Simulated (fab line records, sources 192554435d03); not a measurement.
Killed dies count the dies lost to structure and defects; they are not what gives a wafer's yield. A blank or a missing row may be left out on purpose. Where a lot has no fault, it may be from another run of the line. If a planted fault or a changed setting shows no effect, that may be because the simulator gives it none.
What tool caused it? / flow n5Finfet / Sampling: 15 lots, 43 wafers, 7 of 1938 route steps

== WHAT THE GAUGES SHOWED, per wafer ==
N5_FIN_SAQP_THK_MEAS_05.
lot=L528; measured=day 1 21:38; on=filmMetro-02; thkNm (nm)=38.2 37.5 38.2
lot=L531; measured=day 2 15:13; on=filmMetro-01; thkNm (nm)=37.5 38.0 37.8
lot=L532; measured=day 2 21:10; on=filmMetro-01; thkNm (nm)=37.9 37.2 37.0
lot=L533; measured=day 3 05:24; on=filmMetro-01; thkNm (nm)=37.4 38.0 38.1
lot=L534; measured=day 3 09:58; on=filmMetro-02; thkNm (nm)=37.3 38.1 38.1
lot=L535; measured=day 3 15:43; on=filmMetro-01; thkNm (nm)=37.8 37.6 38.1
lot=L536; measured=day 3 21:57; on=filmMetro-01; thkNm (nm)=37.1 37.5 37.5
lot=L537; measured=day 4 03:28; on=filmMetro-02; thkNm (nm)=38.0 37.6 38.5
lot=L538; measured=day 4 10:34; on=filmMetro-02; thkNm (nm)=37.5 38.3 38.3
lot=L539; measured=day 4 16:14; on=filmMetro-02; thkNm (nm)=36.8 37.3 38.0
lot=L544; measured=day 5 22:35; on=filmMetro-01; thkNm (nm)=25.8 37.3 38.6
lot=L545; measured=day 6 03:52; on=filmMetro-02; thkNm (nm)=25.5 37.8
lot=L546; measured=day 6 13:02; on=filmMetro-01; thkNm (nm)=25.7 37.4
lot=L549; measured=day 7 03:14; on=filmMetro-01; thkNm (nm)=38.3 38.7 38.7
lot=L550; measured=day 7 09:56; on=filmMetro-02; thkNm (nm)=37.2 38.1 37.9

N5_FIN_SAQP_OVL_MEAS_17.
lot=L528; measured=day 1 22:22; on=overlay-01; FIN_CORE_OVL (nm)=-1.9 0.1 0.1
lot=L531; measured=day 2 15:49; on=overlay-02; FIN_CORE_OVL (nm)=-0.1 0.8 -0.1
lot=L532; measured=day 2 21:46; on=overlay-01; FIN_CORE_OVL (nm)=-0.3 -0.4 0.6
lot=L533; measured=day 3 06:05; on=overlay-02; FIN_CORE_OVL (nm)=0.6 0.6 0.4
lot=L534; measured=day 3 10:42; on=overlay-02; FIN_CORE_OVL (nm)=-1.6 0.0 -0.8
lot=L535; measured=day 3 16:25; on=overlay-01; FIN_CORE_OVL (nm)=0.4 0.7 1.2
lot=L536; measured=day 3 22:41; on=overlay-02; FIN_CORE_OVL (nm)=-0.8 -1.1 -0.2
lot=L537; measured=day 4 04:12; on=overlay-01; FIN_CORE_OVL (nm)=0.6 -0.1 0.5
lot=L538; measured=day 4 11:18; on=overlay-02; FIN_CORE_OVL (nm)=-0.2 0.2 -0.4
lot=L539; measured=day 4 16:58; on=overlay-01; FIN_CORE_OVL (nm)=-1.5 -0.6 -0.9
lot=L544; measured=day 5 23:19; on=overlay-02; FIN_CORE_OVL (nm)=-0.1 -0.6 0.7
lot=L545; measured=day 6 04:28; on=overlay-01; FIN_CORE_OVL (nm)=1.2 1.3
lot=L546; measured=day 6 13:46; on=overlay-02; FIN_CORE_OVL (nm)=-0.5 -0.8
lot=L549; measured=day 7 03:58; on=overlay-02; FIN_CORE_OVL (nm)=0.3 -1.2 0.1
lot=L550; measured=day 7 10:40; on=overlay-01; FIN_CORE_OVL (nm)=-0.9 0.2 -0.7

N5_BEOL_M4_RC_MEAS_101.
lot=L528; measured=day 7 23:52; on=prober-02; DIBL_N (mV/V)=35.7 35.3 35.8; DIBL_P (mV/V)=35.0 35.4 34.5; IOFF_N (nA/um)=0.134 0.138 0.142; IOFF_P (nA/um)=0.193 0.200 0.189; ION_N (uA/um)=674 667 685; ION_P (uA/um)=457 464 461; SS_N (mV/dec)=71.2 71.4 71.5; SS_P (mV/dec)=72.5 72.0 72.8; VT_N (mV)=250.6 248.9 250.2; VT_P (mV)=-250.8 -251.9 -252.8
lot=L531; measured=day 8 18:28; on=prober-01; DIBL_N (mV/V)=37.2 38.2 34.9; DIBL_P (mV/V)=39.2 39.4 36.1; IOFF_N (nA/um)=0.161 0.176 0.127; IOFF_P (nA/um)=0.217 0.220 0.173; ION_N (uA/um)=673 674 660; ION_P (uA/um)=462 460 453; SS_N (mV/dec)=71.3 72.0 71.1; SS_P (mV/dec)=73.6 73.9 72.8; VT_N (mV)=252.4 250.6 256.3; VT_P (mV)=-251.4 -250.6 -252.3
lot=L532; measured=day 8 18:59; on=prober-02; DIBL_N (mV/V)=35.9 34.8 36.2; DIBL_P (mV/V)=35.7 34.6 35.7; IOFF_N (nA/um)=0.146 0.130 0.145; IOFF_P (nA/um)=0.173 0.158 0.171; ION_N (uA/um)=668 665 664; ION_P (uA/um)=450 448 456; SS_N (mV/dec)=71.1 70.9 70.9; SS_P (mV/dec)=73.6 73.4 73.4; VT_N (mV)=250.3 251.9 248.6; VT_P (mV)=-254.6 -256.9 -255.1
lot=L533; measured=day 8 22:37; on=prober-01; DIBL_N (mV/V)=34.9 34.0 33.9; DIBL_P (mV/V)=34.8 33.9 33.5; IOFF_N (nA/um)=0.137 0.129 0.126; IOFF_P (nA/um)=0.224 0.204 0.202; ION_N (uA/um)=657 661 660; ION_P (uA/um)=464 463 466; SS_N (mV/dec)=70.6 70.9 71.0; SS_P (mV/dec)=72.8 72.6 72.7; VT_N (mV)=254.1 256.0 249.6; VT_P (mV)=-246.3 -251.0 -251.1
lot=L534; measured=day 9 15:51; on=prober-02; DIBL_N (mV/V)=36.5 34.8 36.1; DIBL_P (mV/V)=36.7 33.9 36.1; IOFF_N (nA/um)=0.155 0.126 0.144; IOFF_P (nA/um)=0.208 0.179 0.205; ION_N (uA/um)=673 664 669; ION_P (uA/um)=460 459 462; SS_N (mV/dec)=71.6 71.2 71.3; SS_P (mV/dec)=73.4 72.0 73.7; VT_N (mV)=250.9 250.4 252.1; VT_P (mV)=-250.0 -253.1 -252.4
lot=L535; measured=day 9 16:14; on=prober-01; DIBL_N (mV/V)=37.1 36.5 36.7; DIBL_P (mV/V)=38.8 37.6 38.3; IOFF_N (nA/um)=0.171 0.168 0.163; IOFF_P (nA/um)=0.237 0.222 0.237; ION_N (uA/um)=675 674 675; ION_P (uA/um)=466 463 464; SS_N (mV/dec)=72.0 71.3 71.5; SS_P (mV/dec)=73.4 73.5 73.5; VT_N (mV)=248.3 247.9 249.0; VT_P (mV)=-246.5 -247.4 -246.5
lot=L536; measured=day 9 22:48; on=prober-01; DIBL_N (mV/V)=35.8 37.2 34.7; DIBL_P (mV/V)=36.1 38.0 35.6; IOFF_N (nA/um)=0.159 0.187 0.134; IOFF_P (nA/um)=0.205 0.236 0.195; ION_N (uA/um)=677 683 658; ION_P (uA/um)=461 462 456; SS_N (mV/dec)=71.3 71.7 70.5; SS_P (mV/dec)=73.3 73.5 73.3; VT_N (mV)=249.3 245.6 251.4; VT_P (mV)=-251.5 -248.7 -252.2
lot=L537; measured=day 10 08:18; on=prober-02; DIBL_N (mV/V)=37.3 36.9 38.4; DIBL_P (mV/V)=36.8 34.5 37.2; IOFF_N (nA/um)=0.157 0.142 0.170; IOFF_P (nA/um)=0.208 0.175 0.222; ION_N (uA/um)=676 670 679; ION_P (uA/um)=460 454 466; SS_N (mV/dec)=71.5 71.5 71.0; SS_P (mV/dec)=73.1 72.3 73.1; VT_N (mV)=250.6 249.8 250.6; VT_P (mV)=-246.9 -251.8 -248.8
lot=L538; measured=day 10 14:41; on=prober-02; DIBL_N (mV/V)=35.1 34.4 33.7; DIBL_P (mV/V)=37.2 36.2 35.3; IOFF_N (nA/um)=0.155 0.144 0.133; IOFF_P (nA/um)=0.237 0.221 0.204; ION_N (uA/um)=672 669 662; ION_P (uA/um)=468 458 461; SS_N (mV/dec)=71.5 71.2 71.7; SS_P (mV/dec)=73.1 73.0 72.8; VT_N (mV)=249.5 250.6 252.6; VT_P (mV)=-246.7 -246.5 -252.6
lot=L539; measured=day 10 21:17; on=prober-02; DIBL_N (mV/V)=38.7 37.9 35.8; DIBL_P (mV/V)=38.5 37.2 34.8; IOFF_N (nA/um)=0.179 0.162 0.128; IOFF_P (nA/um)=0.225 0.197 0.170; ION_N (uA/um)=667 675 660; ION_P (uA/um)=459 458 449; SS_N (mV/dec)=71.6 72.3 71.3; SS_P (mV/dec)=74.1 73.1 73.0; VT_N (mV)=249.6 250.2 255.4; VT_P (mV)=-251.0 -252.6 -253.6
lot=L544; measured=day 12 09:46; on=prober-01; DIBL_N (mV/V)=39.1 37.2 38.2; DIBL_P (mV/V)=39.2 37.2 38.3; IOFF_N (nA/um)=0.190 0.149 0.169; IOFF_P (nA/um)=0.275 0.240 0.260; ION_N (uA/um)=679 665 671; ION_P (uA/um)=467 462 471; SS_N (mV/dec)=72.3 71.5 71.9; SS_P (mV/dec)=74.1 73.4 73.4; VT_N (mV)=246.8 249.9 249.4; VT_P (mV)=-247.9 -250.2 -246.3
lot=L545; measured=day 12 04:40; on=prober-01; DIBL_N (mV/V)=38.7 37.6; DIBL_P (mV/V)=39.2 37.9; IOFF_N (nA/um)=0.199 0.167; IOFF_P (nA/um)=0.250 0.225; ION_N (uA/um)=683 669; ION_P (uA/um)=461 466; SS_N (mV/dec)=72.7 71.7; SS_P (mV/dec)=74.1 73.4; VT_N (mV)=246.7 250.1; VT_P (mV)=-248.2 -247.8
lot=L546; measured=day 12 13:58; on=prober-02; DIBL_N (mV/V)=37.4 35.9; DIBL_P (mV/V)=39.8 38.0; IOFF_N (nA/um)=0.206 0.169; IOFF_P (nA/um)=0.256 0.232; ION_N (uA/um)=680 677; ION_P (uA/um)=468 467; SS_N (mV/dec)=71.8 71.0; SS_P (mV/dec)=73.8 73.0; VT_N (mV)=246.9 249.7; VT_P (mV)=-246.8 -247.9
lot=L549; measured=day 13 15:49; on=prober-01; DIBL_N (mV/V)=39.8 39.0 38.5; DIBL_P (mV/V)=41.7 41.0 39.3; IOFF_N (nA/um)=0.233 0.208 0.171; IOFF_P (nA/um)=0.282 0.272 0.232; ION_N (uA/um)=702 686 672; ION_P (uA/um)=480 467 463; SS_N (mV/dec)=72.2 72.0 71.9; SS_P (mV/dec)=74.6 74.7 73.8; VT_N (mV)=243.9 247.7 251.6; VT_P (mV)=-246.3 -247.1 -249.3
lot=L550; measured=day 13 09:25; on=prober-01; DIBL_N (mV/V)=32.6 34.9 34.2; DIBL_P (mV/V)=33.7 35.5 34.8; IOFF_N (nA/um)=0.128 0.152 0.143; IOFF_P (nA/um)=0.168 0.209 0.188; ION_N (uA/um)=670 677 679; ION_P (uA/um)=469 471 467; SS_N (mV/dec)=71.4 71.3 71.7; SS_P (mV/dec)=72.8 73.7 73.1; VT_N (mV)=252.5 249.9 251.6; VT_P (mV)=-250.6 -246.6 -253.1

== EACH LOT AND THE TOOL THAT RAN IT (in order: tool; ch and the chambers of the sampled wafers; start) ==
lot=L528; N5_WELL_APT_EPI_41=epiRpcvd-04 ch 0, day 1 16:15; N5_FIN_SAQP_HM_DEP_03=pecvd-04 ch 0,1,2, day 1 21:33; N5_FIN_SAQP_PECVD_47=pecvd-02 ch 0,1,2, day 1 21:40; N5_FIN_SAQP_HM_OPEN_33=rieDiel-04 ch 0,1,3, day 2 02:19
lot=L531; N5_WELL_APT_EPI_41=epiRpcvd-04 ch 0, day 2 10:09; N5_FIN_SAQP_HM_DEP_03=pecvd-01 ch 0,2, day 2 15:08; N5_FIN_SAQP_PECVD_47=pecvd-04 ch 0,2, day 2 15:15; N5_FIN_SAQP_HM_OPEN_33=rieDiel-04 ch 0,2,3, day 2 20:20
lot=L532; N5_WELL_APT_EPI_41=epiRpcvd-03 ch 0, day 2 15:55; N5_FIN_SAQP_HM_DEP_03=pecvd-04 ch 0,1,2, day 2 21:04; N5_FIN_SAQP_PECVD_47=pecvd-02 ch 0,1,2, day 2 21:11; N5_FIN_SAQP_HM_OPEN_33=rieDiel-01 ch 0,1,2, day 3 03:01
lot=L533; N5_WELL_APT_EPI_41=epiRpcvd-02 ch 0, day 2 22:53; N5_FIN_SAQP_HM_DEP_03=pecvd-02 ch 0,2, day 3 05:17; N5_FIN_SAQP_PECVD_47=pecvd-02 ch 0,2, day 3 05:26; N5_FIN_SAQP_HM_OPEN_33=rieDiel-01 ch 0,1,2, day 3 10:26
lot=L534; N5_WELL_APT_EPI_41=epiRpcvd-02 ch 0, day 3 04:52; N5_FIN_SAQP_HM_DEP_03=pecvd-02 ch 0,2, day 3 09:53; N5_FIN_SAQP_PECVD_47=pecvd-01 ch 0,1,2, day 3 10:01; N5_FIN_SAQP_HM_OPEN_33=rieDiel-04 ch 0,2,3, day 3 14:27
lot=L535; N5_WELL_APT_EPI_41=epiRpcvd-03 ch 0, day 3 10:17; N5_FIN_SAQP_HM_DEP_03=pecvd-01 ch 0,2, day 3 15:36; N5_FIN_SAQP_PECVD_47=pecvd-01 ch 0,2, day 3 15:45; N5_FIN_SAQP_HM_OPEN_33=rieDiel-04 ch 0,3, day 3 20:16
lot=L536; N5_WELL_APT_EPI_41=epiRpcvd-03 ch 0, day 3 16:47; N5_FIN_SAQP_HM_DEP_03=pecvd-04 ch 0,1,2, day 3 21:52; N5_FIN_SAQP_PECVD_47=pecvd-04 ch 1,2, day 3 21:59; N5_FIN_SAQP_HM_OPEN_33=rieDiel-01 ch 1,2, day 4 03:18
lot=L537; N5_WELL_APT_EPI_41=epiRpcvd-04 ch 0, day 3 22:04; N5_FIN_SAQP_HM_DEP_03=pecvd-01 ch 0,2, day 4 03:23; N5_FIN_SAQP_PECVD_47=pecvd-02 ch 0,2, day 4 03:30; N5_FIN_SAQP_HM_OPEN_33=rieDiel-01 ch 0,1, day 4 08:14
lot=L538; N5_WELL_APT_EPI_41=epiRpcvd-02 ch 0, day 4 04:36; N5_FIN_SAQP_HM_DEP_03=pecvd-01 ch 0, day 4 10:27; N5_FIN_SAQP_PECVD_47=pecvd-04 ch 0,1,2, day 4 10:36; N5_FIN_SAQP_HM_OPEN_33=rieDiel-06 ch 0,3, day 4 15:25
lot=L539; N5_WELL_APT_EPI_41=epiRpcvd-04 ch 0, day 4 10:43; N5_FIN_SAQP_HM_DEP_03=pecvd-01 ch 0,2, day 4 16:09; N5_FIN_SAQP_PECVD_47=pecvd-04 ch 0,2, day 4 16:16; N5_FIN_SAQP_HM_OPEN_33=rieDiel-06 ch 0,2, day 4 22:16
lot=L544; N5_WELL_APT_EPI_41=epiRpcvd-02 ch 0, day 5 16:57; N5_FIN_SAQP_HM_DEP_03=pecvd-01 ch 0,1,2, day 5 22:30; N5_FIN_SAQP_PECVD_47=pecvd-04 ch 0,1,2, day 5 22:38; N5_FIN_SAQP_HM_OPEN_33=rieDiel-01 ch 1,3, day 6 03:40
lot=L545; N5_WELL_APT_EPI_41=epiRpcvd-04 ch 0, day 5 22:20; N5_FIN_SAQP_HM_DEP_03=pecvd-01 ch 1,2, day 6 03:47; N5_FIN_SAQP_PECVD_47=pecvd-04 ch 0,1, day 6 03:54; N5_FIN_SAQP_HM_OPEN_33=rieDiel-01 ch 1,2, day 6 08:37
lot=L546; N5_WELL_APT_EPI_41=epiRpcvd-04 ch 0, day 6 06:15; N5_FIN_SAQP_HM_DEP_03=pecvd-01 ch 0,1, day 6 12:57; N5_FIN_SAQP_PECVD_47=pecvd-04 ch 1,2, day 6 13:04; N5_FIN_SAQP_HM_OPEN_33=rieDiel-04 ch 0,1, day 6 18:05
lot=L549; N5_WELL_APT_EPI_41=epiRpcvd-03 ch 0, day 6 22:16; N5_FIN_SAQP_HM_DEP_03=pecvd-04 ch 1,2, day 7 03:10; N5_FIN_SAQP_PECVD_47=pecvd-02 ch 0,2, day 7 03:17; N5_FIN_SAQP_HM_OPEN_33=rieDiel-06 ch 0,3, day 7 08:58
lot=L550; N5_WELL_APT_EPI_41=epiRpcvd-02 ch 0, day 7 04:23; N5_FIN_SAQP_HM_DEP_03=pecvd-02 ch 0,1, day 7 09:50; N5_FIN_SAQP_PECVD_47=pecvd-02 ch 0,1, day 7 09:59; N5_FIN_SAQP_HM_OPEN_33=rieDiel-01 ch 0,3, day 7 14:47
- N5_WELL_APT_EPI_41: deposits Si from SiH4/H2, target thk 50 nm, time 297.7 s.
- N5_FIN_SAQP_HM_DEP_03: deposits SiNx from SiH4/NH3/N2, target thk 38 nm, time 33.6 s.
- N5_FIN_SAQP_PECVD_47: deposits a-Si from SiH4/He, target thk 45 nm, time 36.3 s.
- N5_FIN_SAQP_HM_OPEN_33: chemistry CH3F/O2, target SiNx, target depth 49.4 nm, time 70.6 s.

== WHAT THE TOOLS THEMSELVES READ (means of the sampled wafers that have a number; where no wafer has one, the mark that the record gives instead) ==
N5_WELL_APT_EPI_41.
lot=L528; tool=epiRpcvd-04; throttleValvePct (%)=10.90
lot=L531; tool=epiRpcvd-04; throttleValvePct (%)=10.80
lot=L532; tool=epiRpcvd-03; throttleValvePct (%)=11.31
lot=L533; tool=epiRpcvd-02; throttleValvePct (%)=10.82
lot=L534; tool=epiRpcvd-02; throttleValvePct (%)=10.96
lot=L535; tool=epiRpcvd-03; throttleValvePct (%)=11.29
lot=L536; tool=epiRpcvd-03; throttleValvePct (%)=11.23
lot=L537; tool=epiRpcvd-04; throttleValvePct (%)=10.88
lot=L538; tool=epiRpcvd-02; throttleValvePct (%)=10.98
lot=L539; tool=epiRpcvd-04; throttleValvePct (%)=10.83
lot=L544; tool=epiRpcvd-02; throttleValvePct (%)=10.97
lot=L545; tool=epiRpcvd-04; throttleValvePct (%)=10.60
lot=L546; tool=epiRpcvd-04; throttleValvePct (%)=10.88
lot=L549; tool=epiRpcvd-03; throttleValvePct (%)=11.31
lot=L550; tool=epiRpcvd-02; throttleValvePct (%)=11.01

N5_FIN_SAQP_HM_DEP_03.
lot=L528; tool=pecvd-04; heaterPowerW (W)=786; showerheadPlenumPTorr (Torr)=5.16; throttleValvePct (%)=38.4
lot=L531; tool=pecvd-01; heaterPowerW (W)=727; showerheadPlenumPTorr (Torr)=5.19; throttleValvePct (%)=38.5
lot=L532; tool=pecvd-04; heaterPowerW (W)=804; showerheadPlenumPTorr (Torr)=5.17; throttleValvePct (%)=38.5
lot=L533; tool=pecvd-02; heaterPowerW (W)=832; showerheadPlenumPTorr (Torr)=5.08; throttleValvePct (%)=41.6
lot=L534; tool=pecvd-02; heaterPowerW (W)=895; showerheadPlenumPTorr (Torr)=5.09; throttleValvePct (%)=41.6
lot=L535; tool=pecvd-01; heaterPowerW (W)=682; showerheadPlenumPTorr (Torr)=5.20; throttleValvePct (%)=38.4
lot=L536; tool=pecvd-04; heaterPowerW (W)=792; showerheadPlenumPTorr (Torr)=5.17; throttleValvePct (%)=38.5
lot=L537; tool=pecvd-01; heaterPowerW (W)=769; showerheadPlenumPTorr (Torr)=5.20; throttleValvePct (%)=38.4
lot=L538; tool=pecvd-01; heaterPowerW (W)=669; showerheadPlenumPTorr (Torr)=5.18; throttleValvePct (%)=38.9
lot=L539; tool=pecvd-01; heaterPowerW (W)=759; showerheadPlenumPTorr (Torr)=5.20; throttleValvePct (%)=38.5
lot=L544; tool=pecvd-01; heaterPowerW (W)=732; showerheadPlenumPTorr (Torr)=5.20; throttleValvePct (%)=39.0
lot=L545; tool=pecvd-01; heaterPowerW (W)=727; showerheadPlenumPTorr (Torr)=5.21; throttleValvePct (%)=38.9
lot=L546; tool=pecvd-01; heaterPowerW (W)=634; showerheadPlenumPTorr (Torr)=5.21; throttleValvePct (%)=39.4
lot=L549; tool=pecvd-04; heaterPowerW (W)=871; showerheadPlenumPTorr (Torr)=5.16; throttleValvePct (%)=40.1
lot=L550; tool=pecvd-02; heaterPowerW (W)=773; showerheadPlenumPTorr (Torr)=5.15; throttleValvePct (%)=42.4

N5_FIN_SAQP_PECVD_47.
lot=L528; tool=pecvd-02; heaterPowerW (W)=940; showerheadPlenumPTorr (Torr)=5.64; throttleValvePct (%)=19.1
lot=L531; tool=pecvd-04; heaterPowerW (W)=708; showerheadPlenumPTorr (Torr)=5.67; throttleValvePct (%)=16.8
lot=L532; tool=pecvd-02; heaterPowerW (W)=873; showerheadPlenumPTorr (Torr)=5.64; throttleValvePct (%)=19.2
lot=L533; tool=pecvd-02; heaterPowerW (W)=992; showerheadPlenumPTorr (Torr)=5.63; throttleValvePct (%)=19.0
lot=L534; tool=pecvd-01; heaterPowerW (W)=831; showerheadPlenumPTorr (Torr)=5.71; throttleValvePct (%)=17.7
lot=L535; tool=pecvd-01; heaterPowerW (W)=876; showerheadPlenumPTorr (Torr)=5.72; throttleValvePct (%)=17.3
lot=L536; tool=pecvd-04; heaterPowerW (W)=802; showerheadPlenumPTorr (Torr)=5.66; throttleValvePct (%)=17.2
lot=L537; tool=pecvd-02; heaterPowerW (W)=845; showerheadPlenumPTorr (Torr)=5.63; throttleValvePct (%)=18.9
lot=L538; tool=pecvd-04; heaterPowerW (W)=867; showerheadPlenumPTorr (Torr)=5.69; throttleValvePct (%)=17.5
lot=L539; tool=pecvd-04; heaterPowerW (W)=742; showerheadPlenumPTorr (Torr)=5.70; throttleValvePct (%)=17.3
lot=L544; tool=pecvd-04; heaterPowerW (W)=839; showerheadPlenumPTorr (Torr)=5.69; throttleValvePct (%)=17.7
lot=L545; tool=pecvd-04; heaterPowerW (W)=906; showerheadPlenumPTorr (Torr)=5.71; throttleValvePct (%)=18.1
lot=L546; tool=pecvd-04; heaterPowerW (W)=846; showerheadPlenumPTorr (Torr)=5.68; throttleValvePct (%)=17.8
lot=L549; tool=pecvd-02; heaterPowerW (W)=826; showerheadPlenumPTorr (Torr)=5.63; throttleValvePct (%)=19.0
lot=L550; tool=pecvd-02; heaterPowerW (W)=883; showerheadPlenumPTorr (Torr)=5.67; throttleValvePct (%)=19.4

N5_FIN_SAQP_HM_OPEN_33.
lot=L528; tool=rieDiel-04; drypumpMotorCurrentA (A)=5.6; etchRfOnTimeS (s)=69.2; oes_o_777_au (a.u.)=0.76; oesProductAu (a.u.)=0.65; rfVppV (V)=296.8; showerheadPlenumPTorr (Torr)=1.97; throttleValvePct (%)=16.32
lot=L531; tool=rieDiel-04; drypumpMotorCurrentA (A)=5.9; etchRfOnTimeS (s)=68.5; oes_o_777_au (a.u.)=0.75; oesProductAu (a.u.)=0.64; rfVppV (V)=295.3; showerheadPlenumPTorr (Torr)=1.94; throttleValvePct (%)=16.47
lot=L532; tool=rieDiel-01; drypumpMotorCurrentA (A)=5.3; etchRfOnTimeS (s)=69.2; oes_o_777_au (a.u.)=0.72; oesProductAu (a.u.)=0.61; rfVppV (V)=294.9; showerheadPlenumPTorr (Torr)=2.02; throttleValvePct (%)=16.47
lot=L533; tool=rieDiel-01; drypumpMotorCurrentA (A)=5.2; etchRfOnTimeS (s)=70.2; oes_o_777_au (a.u.)=0.72; oesProductAu (a.u.)=0.62; rfVppV (V)=296.0; showerheadPlenumPTorr (Torr)=2.02; throttleValvePct (%)=16.48
lot=L534; tool=rieDiel-04; drypumpMotorCurrentA (A)=5.9; etchRfOnTimeS (s)=69.4; oes_o_777_au (a.u.)=0.75; oesProductAu (a.u.)=0.63; rfVppV (V)=294.7; showerheadPlenumPTorr (Torr)=1.94; throttleValvePct (%)=16.48
lot=L535; tool=rieDiel-04; drypumpMotorCurrentA (A)=5.6; etchRfOnTimeS (s)=69.1; oes_o_777_au (a.u.)=0.77; oesProductAu (a.u.)=0.64; rfVppV (V)=296.9; showerheadPlenumPTorr (Torr)=1.94; throttleValvePct (%)=16.28
lot=L536; tool=rieDiel-01; drypumpMotorCurrentA (A)=5.1; etchRfOnTimeS (s)=68.6; oes_o_777_au (a.u.)=0.71; oesProductAu (a.u.)=0.61; rfVppV (V)=294.4; showerheadPlenumPTorr (Torr)=1.98; throttleValvePct (%)=16.35
lot=L537; tool=rieDiel-01; drypumpMotorCurrentA (A)=5.0; etchRfOnTimeS (s)=70.6; oes_o_777_au (a.u.)=0.69; oesProductAu (a.u.)=0.59; rfVppV (V)=293.5; showerheadPlenumPTorr (Torr)=2.00; throttleValvePct (%)=16.58
lot=L538; tool=rieDiel-06; drypumpMotorCurrentA (A)=6.4; etchRfOnTimeS (s)=70.4; oes_o_777_au (a.u.)=0.78; oesProductAu (a.u.)=0.66; rfVppV (V)=296.5; showerheadPlenumPTorr (Torr)=2.08; throttleValvePct (%)=16.38
lot=L539; tool=rieDiel-06; drypumpMotorCurrentA (A)=5.4; etchRfOnTimeS (s)=68.0; oes_o_777_au (a.u.)=0.74; oesProductAu (a.u.)=0.63; rfVppV (V)=295.7; showerheadPlenumPTorr (Torr)=2.02; throttleValvePct (%)=16.54
lot=L544; tool=rieDiel-01; drypumpMotorCurrentA (A)=5.2; etchRfOnTimeS (s)=62.6; oes_o_777_au (a.u.)=0.98; oesProductAu (a.u.)=0.84; rfVppV (V)=293.2; showerheadPlenumPTorr (Torr)=1.99; throttleValvePct (%)=16.02
lot=L545; tool=rieDiel-01; drypumpMotorCurrentA (A)=5.2; etchRfOnTimeS (s)=56.7; oes_o_777_au (a.u.)=0.85; oesProductAu (a.u.)=0.73; rfVppV (V)=295.4; showerheadPlenumPTorr (Torr)=1.99; throttleValvePct (%)=16.11
lot=L546; tool=rieDiel-04; drypumpMotorCurrentA (A)=5.6; etchRfOnTimeS (s)=57.8; oes_o_777_au (a.u.)=0.71; oesProductAu (a.u.)=0.60; rfVppV (V)=295.8; showerheadPlenumPTorr (Torr)=1.98; throttleValvePct (%)=16.55
lot=L549; tool=rieDiel-06; drypumpMotorCurrentA (A)=5.9; etchRfOnTimeS (s)=70.5; oes_o_777_au (a.u.)=0.76; oesProductAu (a.u.)=0.65; rfVppV (V)=297.2; showerheadPlenumPTorr (Torr)=2.08; throttleValvePct (%)=16.44
lot=L550; tool=rieDiel-01; drypumpMotorCurrentA (A)=5.7; etchRfOnTimeS (s)=67.6; oes_o_777_au (a.u.)=0.93; oesProductAu (a.u.)=0.80; rfVppV (V)=294.5; showerheadPlenumPTorr (Torr)=2.04; throttleValvePct (%)=16.26

== THE ANSWER, worked out from the rows above alone ==
Rule: the lots themselves supply what counts as usual. The widest of any qualifying gaps counts: lots, ordered by their means at a reading, are off when they make up no more than a third of the lots, leave a main group of 4 or more, and stand apart from it by 3 or more times the standard deviation of that group's means. Not used: any main group whose means are identical at the precision the tables above print for the reading. A lot without any number at a reading at which 4 lots or more have one is off too. Any other lot the step has rows for is counted as sound. After the gauges, taken in route order, come the tools' own readings; for these a lot's mean is taken, as printed above. The first step at which some lot is off is used, and at that step the reading that is off furthest; a lot without a number counts as furthest.
Off, at N5_FIN_SAQP_THK_MEAS_05 on thkNm: L544, L545, L546. The main group has a mean of 37.8 nm with a standard deviation of 0.33.
A tool fits if, at a process step before that reading, it ran every lot that is off, and no sound lot after the first of them. The gauges at N5_FIN_SAQP_THK_MEAS_05 aren't tried: what is off there is off at N5_FIN_SAQP_HM_OPEN_33 too, on other tools, and a gauge's error can't cause that. One fits: N5_FIN_SAQP_HM_DEP_03 on pecvd-01. A fault onset in the window from L539 (day 4 16:09, its last sound lot) to L544 (day 5 22:30, its first lot off) fits.

== WHAT WAS PUT IN BY THE SIMULATOR ==
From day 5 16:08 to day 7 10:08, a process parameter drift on pecvd-01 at N5_FIN_SAQP_HM_DEP_03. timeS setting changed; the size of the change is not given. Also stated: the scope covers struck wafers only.
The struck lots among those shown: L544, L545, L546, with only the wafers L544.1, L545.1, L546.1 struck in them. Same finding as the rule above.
